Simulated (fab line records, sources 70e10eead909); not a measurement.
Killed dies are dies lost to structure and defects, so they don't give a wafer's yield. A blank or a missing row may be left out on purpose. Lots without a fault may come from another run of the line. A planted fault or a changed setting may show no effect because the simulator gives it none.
Chamber matching | flow nand_harc | NHARC_A_CHANNEL_FILL_D1_ALD_14 on ald_hk-04: 4 sister chambers
The step deposits SiO2, target thk 2.5 nm, pulse time 10 s, ald cycles 25. 8 wafers are shown with their chamber, then 11 later ones without.

WAFERS WITH THEIR CHAMBER
wafer  | chamber | heater_power_outer_w (W) | heater_power_w (W)
L084.6 | 0       | 270                      | 517
L090.1 | 2       | 235                      | 413
L090.5 | 2       | 237                      | 422
L090.6 | 1       | 245                      | 422
L089.1 | 0       | 277                      | 482
L089.4 | 1       | 243                      | 425
L089.5 | 3       | 204                      | 387
L092.1 | 3       | 203                      | 376

WAFERS WITHOUT THEIR CHAMBER
wafer  | heater_power_outer_w (W) | heater_power_w (W)
L092.3 | 238                      | 416
L092.5 | 201                      | 375
L092.2 | 249                      | 431
L092.4 | 276                      | 502
L092.6 | 274                      | 482
L097.1 | 277                      | 495
L097.2 | 210                      | 379
L097.3 | 236                      | 401
L096.2 | 238                      | 418
L096.4 | 207                      | 377
L096.5 | 275                      | 494

WHICH CHAMBER EACH WENT THROUGH
wafer  | from the rows above     | in truth
L092.3 | can't be placed: 2 or 1 | 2
L092.5 | 3                       | 3
L092.2 | 1                       | 1
L092.4 | 0                       | 0
L092.6 | 0                       | 0
L097.1 | 0                       | 0
L097.2 | 3                       | 3
L097.3 | 2                       | 2
L096.2 | can't be placed: 2 or 1 | 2
L096.4 | 3                       | 3
L096.5 | 0                       | 0
Placed correctly: 9 of 11. Can't be placed from these rows: 2 (the true chamber is among the candidates in 2). Placed wrongly: 0.
How it was worked out, from the rows above alone: a wafer's distance from a chamber is the root of the sum, over the readings, of the square of ((its reading less the chamber's mean) divided by the reading's scatter). The wafer belongs to the nearest chamber; if the next one is less than 2 further off, it can't be placed. A chamber's mean is the mean of its shown wafers. The scatter: the root of (the sum of the squares of (reading less its chamber's mean) over the shown wafers, divided by (wafers less chambers)).
